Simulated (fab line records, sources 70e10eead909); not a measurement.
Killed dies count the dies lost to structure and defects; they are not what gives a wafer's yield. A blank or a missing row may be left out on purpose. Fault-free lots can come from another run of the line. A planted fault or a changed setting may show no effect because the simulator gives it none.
fab line records ; flow nand_harc
record lots=11; wafers=33; last_day=33
route steps=1302 shown P_GATE@190 P_CONTACT@218 END@1302
lots that met no fault: taken from a fault-free run of the same line
start_h: hours from the record's first day to the start of the lot's first wafer shown ; wait_h: hours elapsed since this lot's preceding step ; " identical to the entry in the row above ; L1.1+2: a single row standing in for several wafers ; - either no value or no given start ; * or withheld: withheld ; < > ~ a bound
route shown NAME@n: names a module that has steps shown in the file, with the first one's number in the route ; usual: the fault-free wafers' mean and standard deviation ; same: alike in all rows ; chamber/n: place in a boat ; sites: readings site by site ; _std_site: standard deviation across them ; _edge_site: inner sites' mean taken away from outer sites' mean ; radius_mm: for every site, how far away it sits from the centre of the wafer ; mask NAME#n: copy n ; behind: the last tool/chamber to shape the wafer ; hold: why the lot went on hold/how many hours it stayed there/how the hold came to an end ; device: whichever transistor did not switch (one of n, p or np) ; end of line: the same wafers' tests at the end of the route ; for a step that has no rows: nothing shown but its recipe ; killed: at the first sort, the dies lost to defects and structure; wafer yield is something else ; map: dies across one wafer; x = killed, . = not, _ = none there
set.NAME: the setting that was run; set.NAME@STEP: the one run at that earlier step ; model.NAME: the simulator's own value behind a step, which no gauge read
a sample of lots followed through the steps of the route, with each step as a table and each wafer as a row
services: from which hour (start_h, from the record's first day; less than 0 if before it) a tool's chamber was out of use, for how many hours, and why
## steps
# step NHARC_P_GATE_STRIP_76
# recipe power_w=1500; temp_c=250; chemistry=O2
# usual drypump_motor_current_A=5.7/0.7; heater_power_w=334/19
lot.wafer;tool;chamber;start_h;wait_h;drypump_motor_current_A;heater_power_w;rf_hours_counter_h
L509.4;plasma_asher-02;1;119.33;0.1;5.0;322;-
L509.5;plasma_asher-02;0;119.33;0.1;5.9;323;-
L509.6;plasma_asher-02;1;119.33;0.1;5.0;333;-
L510.4;plasma_asher-01;1;119.98;0.2;5.0;312;-
L510.3;plasma_asher-01;0;119.98;0.2;6.6;362;-
L510.5;plasma_asher-01;0;119.98;0.2;6.6;373;-
L511.3;plasma_asher-01;0;135.67;0.2;6.6;362;-
L511.4;plasma_asher-01;1;135.67;0.2;5.1;316;-
L511.5;plasma_asher-01;0;135.67;0.2;6.6;365;-
L512.1;plasma_asher-01;1;136.18;0.2;5.1;327;30
L512.4;plasma_asher-01;0;136.18;0.2;6.6;371;-
L512.5;plasma_asher-01;0;136.18;0.2;6.6;375;-
L513.2;plasma_asher-02;0;154.22;0.2;5.9;329;14
L513.4;plasma_asher-02;0;154.22;0.2;5.9;330;-
L513.3;plasma_asher-02;1;154.22;0.2;5.0;323;-
L514.1;plasma_asher-02;1;162.50;0.2;5.0;334;16
L514.4;plasma_asher-02;1;162.50;0.2;5.0;330;-
L514.5;plasma_asher-02;0;162.50;0.2;5.9;328;-
L516.2;plasma_asher-01;1;182.32;0.2;5.1;324;1
L516.3;plasma_asher-01;0;182.32;0.2;6.6;353;-
L516.6;plasma_asher-01;1;182.32;0.2;5.0;313;-
L522.4;plasma_asher-01;1;243.46;0.2;5.1;323;-
L522.3;plasma_asher-01;0;243.46;0.2;6.6;360;-
L522.5;plasma_asher-01;0;243.46;0.2;6.6;357;-
L523.2;plasma_asher-01;0;257.21;0.2;6.5;349;19
L523.4;plasma_asher-01;1;257.21;0.2;5.1;311;-
L523.6;plasma_asher-01;1;257.21;0.2;5.1;312;-
L524.1;plasma_asher-01;0;257.84;0.2;6.6;349;19
L524.4;plasma_asher-01;1;257.84;0.2;5.1;321;-
L524.5;plasma_asher-01;1;257.84;0.2;5.1;311;-
L532.1;plasma_asher-02;0;347.56;0.2;5.9;315;16
L532.2;plasma_asher-02;1;347.56;0.2;5.0;344;16
L532.3;plasma_asher-02;0;347.56;0.2;5.9;324;-
# step NHARC_P_GATE_CD_MEAS_91
# recipe target_cd_nm=2000; landing_energy_ev=500
# usual cd_nm=2000.7/2.8
lot.wafer;tool;chamber;start_h;wait_h;cd_nm
L509.4;cd_sem-01;0;120.22;-;2002.4
L509.5;cd_sem-01;0;120.22;-;2001.2
L509.6;cd_sem-01;0;120.22;-;2006.1
L510.3;cd_sem-03;0;120.88;-;2002.9
L510.4;cd_sem-03;0;120.88;-;2001.9
L510.5;cd_sem-03;0;120.88;-;2003.0
L511.3;cd_sem-01;0;136.63;-;1996.7
L511.4;cd_sem-01;0;136.63;-;1998.4
L511.5;cd_sem-01;0;136.63;-;1995.3
L512.1;cd_sem-03;0;137.10;-;1999.8
L512.4;cd_sem-03;0;137.10;-;2003.1
L512.5;cd_sem-03;0;137.10;-;1999.0
L513.2;cd_sem-01;0;155.14;-;1998.4
L513.3;cd_sem-01;0;155.14;-;1996.8
L513.4;cd_sem-01;0;155.14;-;2001.0
L514.1;cd_sem-02;0;163.41;-;2001.3
L514.4;cd_sem-02;0;163.41;-;2002.0
L514.5;cd_sem-02;0;163.41;-;2000.9
L516.2;cd_sem-01;0;183.12;-;2002.2
L516.3;cd_sem-01;0;183.12;-;1999.4
L516.6;cd_sem-01;0;183.12;-;2002.5
L522.3;cd_sem-02;0;244.36;-;2001.5
L522.4;cd_sem-02;0;244.36;-;2007.1
L522.5;cd_sem-02;0;244.36;-;2004.7
L523.2;cd_sem-02;0;258.00;-;1999.2
L523.4;cd_sem-02;0;258.00;-;2002.7
L523.6;cd_sem-02;0;258.00;-;1999.4
L524.1;cd_sem-02;0;258.75;-;1994.8
L524.4;cd_sem-02;0;258.75;-;1996.0
L524.5;cd_sem-02;0;258.75;-;1998.3
L532.1;cd_sem-01;0;348.35;-;1995.5
L532.2;cd_sem-01;0;348.35;-;1997.6
L532.3;cd_sem-01;0;348.35;-;1999.9
# step NHARC_P_GATE_INSPECT_68
# usual raw_defect_count=220/100
lot.wafer;tool;chamber;start_h;wait_h;raw_defect_count
L509.4;defect_inspect-02;-;123.29;0.1;255
L509.5;defect_inspect-02;-;123.29;0.1;436
L509.6;defect_inspect-02;-;123.29;0.1;231
L510.3;defect_inspect-01;-;124.06;0.1;203
L510.4;defect_inspect-01;-;124.06;0.1;120
L510.5;defect_inspect-01;-;124.06;0.1;225
L511.3;defect_inspect-01;-;139.73;0.1;395
L511.4;defect_inspect-01;-;139.73;0.1;183
L511.5;defect_inspect-01;-;139.73;0.1;178
L512.1;defect_inspect-02;-;141.38;0.2;197
L512.4;defect_inspect-02;-;141.38;0.2;101
L512.5;defect_inspect-02;-;141.38;0.2;140
L513.2;defect_inspect-02;-;158.22;0.1;107
L513.3;defect_inspect-02;-;158.22;0.1;109
L513.4;defect_inspect-02;-;158.22;0.1;155
L514.1;defect_inspect-02;-;166.49;0.2;166
L514.4;defect_inspect-02;-;166.49;0.2;242
L514.5;defect_inspect-02;-;166.49;0.2;247
L516.2;defect_inspect-02;-;186.26;0.1;150
L516.3;defect_inspect-02;-;186.26;0.1;223
L516.6;defect_inspect-02;-;186.26;0.1;337
L522.3;defect_inspect-02;-;247.74;0.1;147
L522.4;defect_inspect-02;-;247.74;0.1;128
L522.5;defect_inspect-02;-;247.74;0.1;165
L523.2;defect_inspect-01;-;261.16;0.1;522
L523.4;defect_inspect-01;-;261.16;0.1;577
L523.6;defect_inspect-01;-;261.16;0.1;590
L524.1;defect_inspect-02;-;261.82;0.2;622
L524.4;defect_inspect-02;-;261.82;0.2;527
L524.5;defect_inspect-02;-;261.82;0.2;636
L532.1;defect_inspect-02;-;351.43;0.2;112
L532.2;defect_inspect-02;-;351.43;0.2;144
L532.3;defect_inspect-02;-;351.43;0.2;179
# step NHARC_P_CONTACT_DEP_00
# recipe target_thk_a=5000; temp_c=400; pressure_torr=6.5; rf_w=900; teos_flow_sccm=161.4; flow_sccm=2650; target_thk_nm=500; gas=O2; material=SiO2
# usual flow_sccm=2651/8.1; heater_power_w=577/77; throttle_valve_pct=15.9/0.64
lot.wafer;tool;chamber;start_h;wait_h;flow_sccm;heater_power_w;throttle_valve_pct
L509.5;pecvd-04;0;-;-;2645;702;15.3
L509.6;pecvd-04;1;-;-;2658;695;15.7
L509.4;pecvd-04;2;-;-;2642;449;15.7
L510.3;pecvd-04;1;-;-;2659;604;15.7
L510.5;pecvd-04;2;-;-;2648;582;15.3
L510.4;pecvd-04;1;-;-;2654;649;15.4
L511.3;pecvd-02;0;-;-;2646;534;16.1
L511.5;pecvd-02;1;-;-;2665;643;15.9
L511.4;pecvd-02;2;-;-;2654;538;16.6
L512.1;pecvd-02;1;-;-;2647;666;16.2
L512.5;pecvd-02;2;-;-;2649;624;16.9
L512.4;pecvd-02;1;-;-;2651;493;16.2
L513.3;pecvd-02;2;-;-;2664;551;16.8
L513.2;pecvd-02;0;-;-;2641;553;16.0
L513.4;pecvd-02;0;-;-;2658;557;15.8
L514.1;pecvd-04;0;-;-;2646;718;15.6
L514.4;pecvd-04;1;-;-;2642;703;15.6
L514.5;pecvd-04;0;-;-;2644;554;15.5
L516.3;pecvd-04;1;-;-;2663;598;15.6
L516.2;pecvd-04;2;-;-;2652;475;15.6
L516.6;pecvd-04;2;-;-;2664;519;15.7
L522.3;pecvd-02;0;-;-;2649;563;16.2
L522.5;pecvd-02;2;-;-;2660;581;17.1
L522.4;pecvd-02;0;-;-;2664;594;16.3
L523.2;pecvd-02;2;-;-;2651;592;17.2
L523.6;pecvd-02;1;-;-;2643;599;16.0
L523.4;pecvd-02;2;-;-;2654;629;17.4
L524.1;pecvd-04;2;-;-;2651;576;15.7
L524.4;pecvd-04;1;-;-;2644;669;15.8
L524.5;pecvd-04;2;-;-;2660;613;15.9
L532.1;pecvd-02;2;-;-;2657;581;17.2
L532.3;pecvd-02;0;-;-;2648;540;16.4
L532.2;pecvd-02;1;-;-;2651;642;15.9
# step NHARC_P_CONTACT_ETCH_35
# recipe target_depth_a=390; over_etch_frac=0.3; time_s=65; ion_energy_ev=80; cf4_flow_sccm=150; ar_flow_sccm=0; rf_w=300; bias_w=100; chemistry=CF4
# usual cf4_flow_sccm=150.0/0.47; drypump_motor_current_A=5.8/0.56; oes_product_au=0.999/0.015; rf_vpp_V=151.4/1.2; showerhead_plenum_p_Torr=1.79/0.055; throttle_valve_pct=13.284/0.0085
lot.wafer;tool;chamber;start_h;wait_h;cf4_flow_sccm;drypump_motor_current_A;oes_product_au;rf_hours_counter_h;rf_vpp_V;showerhead_plenum_p_Torr;throttle_valve_pct
L509.4;rie_diel-05;2;125.18;0.1;150.1;6.4;1.022;1.8;150.7;1.72;13.291
L509.5;rie_diel-05;1;125.18;0.1;150.1;6.4;0.981;-;151.1;1.80;13.297
L509.6;rie_diel-05;2;125.18;0.1;150.1;6.4;1.042;-;150.1;1.72;13.287
L510.4;rie_diel-01;1;125.94;0.1;150.6;5.7;0.995;2.9;152.4;1.86;13.278
L510.3;rie_diel-01;3;125.94;0.1;150.3;5.9;1.012;3.0;152.6;1.89;13.297
L510.5;rie_diel-01;0;125.94;0.1;149.6;4.9;1.014;-;151.6;1.77;13.289
L511.3;rie_diel-05;0;141.63;0.1;149.6;5.3;1.004;2.5;150.3;1.75;13.277
L511.4;rie_diel-05;0;141.63;0.1;149.9;5.3;0.994;-;150.1;1.75;13.278
L511.5;rie_diel-05;3;141.63;0.1;150.4;4.8;0.995;-;151.2;1.77;13.292
L512.1;rie_diel-05;0;143.31;0.1;150.0;5.3;0.996;3.0;152.0;1.75;13.276
L512.4;rie_diel-05;2;143.31;0.1;151.1;6.4;1.025;-;149.6;1.72;13.292
L512.5;rie_diel-05;0;143.31;0.1;150.5;5.3;1.017;-;149.2;1.75;13.281
L513.3;rie_diel-01;0;159.98;0.1;150.2;4.9;1.010;3.0;150.8;1.77;13.294
L513.2;rie_diel-01;1;159.98;0.1;150.8;5.7;0.988;3.7;151.6;1.86;13.293
L513.4;rie_diel-01;2;159.98;0.1;149.8;5.3;0.996;3.7;150.6;1.80;13.281
L514.1;rie_diel-01;2;168.38;0.1;149.7;5.3;0.993;4.0;151.3;1.80;13.295
L514.4;rie_diel-01;0;168.38;0.1;149.5;4.9;1.011;3.5;149.3;1.77;13.276
L514.5;rie_diel-01;2;168.38;0.1;150.4;5.3;0.989;-;151.5;1.80;13.285
L516.2;rie_diel-08;2;188.14;0.1;149.6;6.1;0.993;6.3;154.0;1.79;13.300
L516.3;rie_diel-08;1;188.14;0.1;149.1;6.3;0.957;7.6;153.5;1.85;13.275
L516.6;rie_diel-08;3;188.14;0.1;149.8;6.4;0.991;-;149.8;1.72;13.296
L522.3;rie_diel-05;0;249.61;0.1;150.2;5.3;0.991;0.3;149.6;1.75;13.300
L522.4;rie_diel-05;1;249.61;0.1;149.7;6.4;0.988;0.1;150.9;1.80;13.290
L522.5;rie_diel-05;0;249.61;0.1;151.2;5.3;0.979;-;151.0;1.75;13.274
L523.4;rie_diel-01;0;262.92;0.1;150.9;4.9;0.994;1.8;151.4;1.77;13.286
L523.2;rie_diel-01;3;262.92;0.1;149.6;5.9;0.997;1.6;152.6;1.89;13.274
L523.6;rie_diel-01;1;262.92;0.1;150.0;5.7;0.996;-;152.9;1.86;13.283
L524.1;rie_diel-05;0;263.82;0.1;150.2;5.3;0.975;0.8;152.2;1.75;13.290
L524.4;rie_diel-05;2;263.82;0.1;149.6;6.4;1.010;0.8;152.0;1.72;13.291
L524.5;rie_diel-05;1;263.82;0.1;149.1;6.4;0.990;-;150.5;1.80;13.268
L532.3;rie_diel-08;0;353.20;0.1;150.1;6.0;1.004;8.6;150.9;1.71;13.286
L532.1;rie_diel-08;1;353.20;0.1;150.2;6.3;0.997;8.4;155.1;1.84;13.281
L532.2;rie_diel-08;2;353.20;0.1;149.7;6.1;0.987;9.2;150.7;1.79;13.284
# step NHARC_END_SORT_01
# recipe temp_c=25
# usual killed_at_array=52/16; killed_at_other=0.8/0.98; killed_at_periphery=4.2/2.9; killed_dies=57/16; killed_open=3.3/1.9; killed_short=2.5/1.5
# same gross_dies=677
lot.wafer;tool;chamber;start_h;wait_h;killed_at_array;killed_at_other;killed_at_periphery;killed_dies;killed_open;killed_short
L524.1;prober-02;0;694.30;2.5;51;2;78;131;2;6
L524.4;prober-02;0;696.69;3.4;53;0;46;99;3;3
L524.5;prober-02;0;697.48;3.7;44;2;45;91;1;0
L523.2;prober-01;0;695.03;2.8;45;1;77;123;2;2
L523.4;prober-01;0;696.62;3.4;54;0;50;104;5;1
L523.6;prober-01;0;698.21;4.0;41;0;53;94;4;0
# killed by level:class
L524.1 P_GATE:unspecified=74 A_SLIT:chamber_film_flake=21 A_CHANNEL_HOLE_D1:chamber_film_flake=8 A_CONTACT:chamber_film_flake=6 A_STAIRCASE:chamber_film_flake=3 A_WL_FILL:geometric_particle:short=2 P_GATE:chamber_film_flake=2 P_BONDPAD:chamber_film_flake=2
L523.2 P_GATE:unspecified=75 A_CHANNEL_HOLE_D1:chamber_film_flake=28 A_STAIRCASE:chamber_film_flake=4 A_CONTACT:chamber_film_flake=3 A_SLIT:chamber_film_flake=3 A_WL_FILL:chamber_film_flake=2 A_ONON_D1:geometric_particle:open=1 A_WL_FILL:geometric_particle:short=1
L523.4 P_GATE:unspecified=47 A_CHANNEL_HOLE_D1:chamber_film_flake=39 A_STAIRCASE:chamber_film_flake=4 A_SLIT:chamber_film_flake=3 A_M0:geometric_particle:open=2 A_CONTACT:chamber_film_flake=2 P_M0:geometric_particle:open=1 A_WL_FILL:geometric_particle:short=1
L524.4 P_GATE:unspecified=41 A_SLIT:chamber_film_flake=29 A_STAIRCASE:chamber_film_flake=6 A_CHANNEL_HOLE_D1:chamber_film_flake=5 A_CONTACT:chamber_film_flake=4 A_ZERO_WELL:chamber_film_flake=3 P_ZERO_WELL:chamber_film_flake=2 A_DECK1_JOINT:chamber_film_flake=2
L524.5 P_GATE:unspecified=44 A_SLIT:chamber_film_flake=25 A_CHANNEL_HOLE_D1:chamber_film_flake=7 A_CONTACT:chamber_film_flake=5 A_STAIRCASE:chamber_film_flake=4 THIN_TSV:chamber_film_flake=2 A_WL_FILL:geometric_particle:open=1 P_BONDPAD:chamber_film_flake=1
L523.6 P_GATE:unspecified=50 A_CHANNEL_HOLE_D1:chamber_film_flake=22 A_STAIRCASE:chamber_film_flake=6 A_CONTACT:chamber_film_flake=3 A_CHANNEL_HOLE_D1:geometric_particle:open=2 A_DECK1_JOINT:chamber_film_flake=2 A_SLIT:chamber_film_flake=2 P_M1:geometric_particle:open=1
## services
tool;chamber;start_h;hours;kind
pecvd-02;-;121.38;14.6;repair
rie_diel-05;3;128.90;12.1;repair
rie_diel-05;1;139.90;16.7;repair
rie_diel-05;3;161.83;10.5;repair
plasma_asher-01;-;165.14;9.0;pm
rie_diel-01;-;169.44;1.1;repair
rie_diel-01;-;203.80;9.0;pm
rie_diel-05;0;221.39;7.3;repair
pecvd-02;-;227.03;13.0;pm
rie_diel-05;-;229.60;9.0;pm
rie_diel-01;3;238.91;4.1;repair
plasma_asher-02;-;249.36;9.0;pm
pecvd-02;0;252.26;7.8;repair
pecvd-04;-;269.00;13.0;pm
rie_diel-05;-;272.34;2.6;repair
rie_diel-05;2;278.46;7.6;repair
rie_diel-05;3;280.32;3.9;repair
plasma_asher-02;-;290.74;4.1;repair
pecvd-02;2;307.23;16.9;repair
pecvd-04;0;308.56;4.1;repair
plasma_asher-01;-;318.08;0.9;repair
pecvd-04;-;332.02;0.9;repair
plasma_asher-01;-;342.14;9.0;pm
pecvd-02;-;352.64;0.5;repair
## key
first_sign step=NHARC_P_GATE_INSPECT_68; reading=raw_defect_count; direction=up; sigmas=3.5; usual=220; struck=579
effect step=NHARC_END_SORT_01; reading=killed_at_periphery; direction=up; sigmas=18; usual=4.2; struck=58.2
more_kills_born_at NHARC_P_GATE_STRIP_76@plasma_asher-01=331
met_at NHARC_P_GATE_STRIP_76
struck_lots L523,L524
tester_left_out L523,L524
not_acting_at NHARC_P_GATE_CD_MEAS_91,NHARC_P_CONTACT_DEP_00,NHARC_P_CONTACT_ETCH_35
onset_between 243.46 257.21
fault kind=chamber_particle_source; tool=plasma_asher-01; chamber=-; onset_h=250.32; steps=NHARC_P_GATE_STRIP_76; rate_per_visit_cm2=0.60231; end_h=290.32
# tester_left_out: of these lots the tester's yield and bins aren't shown, on N5 and GAA mostly nor the transistor test; their killed dies are dies lost to structure and defects alone, not to doping, threshold or leakage, so they don't give the yield
